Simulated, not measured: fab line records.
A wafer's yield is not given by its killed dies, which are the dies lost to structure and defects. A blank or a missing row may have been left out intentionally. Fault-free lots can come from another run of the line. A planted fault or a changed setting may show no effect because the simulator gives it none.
Chamber matching ; flow n5 finfet ; N5_BEOL_M0_SAQP_MANDREL_ETCH_20 on rie si-01 has 4 sister chambers
The step etches a-Si in HBr/Cl2, stops on SiNx, target depth 60 nm, bt time 10 s, time 30 s. 4 wafers are shown with their chamber, then 8 later ones without.

== WAFERS WITH THEIR CHAMBER ==
wafer;chamber;throttle valve pct (%)
L084.4;0;35.05
L085.1;3;35.40
L085.2;2;35.27
L089.2;1;35.74

== WAFERS WHOSE CHAMBER IS MISSING ==
wafer;throttle valve pct (%)
L089.4;35.41
L089.5;35.42
L094.1;35.74
L094.5;35.27
L094.6;35.41
L095.1;35.72
L095.3;35.42
L095.4;35.29

== CHAMBER TAKEN BY EACH ==
wafer;from the rows above;in truth
L089.4;3;3
L089.5;3;3
L094.1;1;1
L094.5;2;2
L094.6;3;3
L095.1;1;1
L095.3;3;3
L095.4;2;2
Placed correctly: 8 of 8. From these rows, 0 cannot be placed. Number placed wrongly: 0.
How it was worked out, from the rows above alone: a wafer's distance from a chamber is the root of the sum, over the readings, of the square of ((its reading less the chamber's mean) divided by the reading's scatter). The wafer belongs to the nearest chamber; if the next one is less than 2 further off, it can't be placed. The mean given for a chamber averages the wafers shown for that chamber. The scatter: root of mean squared gap, hidden wafer to nearest shown wafer, with one shown wafer a chamber.
